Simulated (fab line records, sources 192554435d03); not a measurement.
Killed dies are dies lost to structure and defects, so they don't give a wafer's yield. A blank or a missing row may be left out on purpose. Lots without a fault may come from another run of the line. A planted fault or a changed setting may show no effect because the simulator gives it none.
Chamber matching | flow n5_finfet | N5_BEOL_M2_ETCHBACK_99 on rie_diel-01: 4 sister chambers
The step etches SiO2 in CHF3, target depth 5 nm, time 10.4 s. 20 wafers are shown with their chamber, then 10 later ones without.

WAFERS WITH THEIR CHAMBER
wafer  | chamber | drypump_motor_current_A (A) | throttle_valve_pct (%) | showerhead_plenum_p_Torr (Torr)
L074.2 | 2       | 6.3                         | 17.15                  | 2.20
L074.3 | 0       | 5.2                         | 16.80                  | 2.20
L074.5 | 1       | 6.0                         | 17.43                  | 2.11
L076.3 | 3       | 5.5                         | 17.26                  | 2.18
L076.4 | 0       | 5.2                         | 16.83                  | 2.19
L076.6 | 3       | 5.5                         | 17.25                  | 2.18
L078.1 | 1       | 6.0                         | 17.45                  | 2.10
L078.3 | 3       | 5.6                         | 17.29                  | 2.17
L078.5 | 1       | 6.0                         | 17.43                  | 2.10
L079.1 | 1       | 6.0                         | 17.46                  | 2.10
L079.4 | 0       | 5.2                         | 16.84                  | 2.19
L079.6 | 3       | 5.5                         | 17.27                  | 2.17
L081.1 | 3       | 5.5                         | 17.31                  | 2.17
L081.2 | 0       | 5.2                         | 16.85                  | 2.19
L081.3 | 2       | 6.3                         | 17.17                  | 2.19
L083.3 | 2       | 6.3                         | 17.17                  | 2.19
L083.5 | 0       | 5.2                         | 16.85                  | 2.19
L083.6 | 3       | 5.5                         | 17.28                  | 2.17
L086.2 | 2       | 6.3                         | 17.18                  | 2.19
L086.3 | 0       | 5.2                         | 16.87                  | 2.18

SIGNATURES (means of the wafers above)
reading                  | chamber 0 | chamber 1 | chamber 2 | chamber 3 | scatter within a chamber
drypump_motor_current_A  | 5.200     | 6.000     | 6.300     | 5.517     | 0.0228
throttle_valve_pct       | 16.8400   | 17.4425   | 17.1675   | 17.2767   | 0.0198
showerhead_plenum_p_Torr | 2.1900    | 2.1025    | 2.1925    | 2.1733    | 0.0055
Rule: a wafer's distance from a chamber is the root of the sum, over the readings, of the square of ((its reading less the chamber's mean) divided by the reading's scatter). The wafer belongs to the nearest chamber; if the next one is less than 2 further off, it can't be placed. The scatter: the root of (the sum of the squares of (reading less its chamber's mean) over the shown wafers, divided by (wafers less chambers)).

WAFERS WITHOUT THEIR CHAMBER
wafer  | drypump_motor_current_A (A) | throttle_valve_pct (%) | showerhead_plenum_p_Torr (Torr)
L086.5 | 6.0                         | 17.47                  | 2.10
L088.3 | 5.3                         | 16.87                  | 2.18
L088.4 | 5.5                         | 17.31                  | 2.17
L088.6 | 6.0                         | 17.50                  | 2.10
L087.2 | 5.5                         | 17.30                  | 2.17
L087.3 | 6.0                         | 17.48                  | 2.10
L087.4 | 6.2                         | 17.20                  | 2.19
L094.2 | 6.3                         | 17.21                  | 2.18
L094.4 | 5.2                         | 16.89                  | 2.18
L094.5 | 5.2                         | 16.89                  | 2.18

WHICH CHAMBER EACH WENT THROUGH
wafer  | from the rows above | in truth
L086.5 | 1                   | 1
L088.3 | 0                   | 0
L088.4 | 3                   | 3
L088.6 | 1                   | 1
L087.2 | 3                   | 3
L087.3 | 1                   | 1
L087.4 | 2                   | 2
L094.2 | 2                   | 2
L094.4 | 0                   | 0
L094.5 | 0                   | 0
Placed correctly: 10 of 10. Can't be placed from these rows: 0. Placed wrongly: 0.
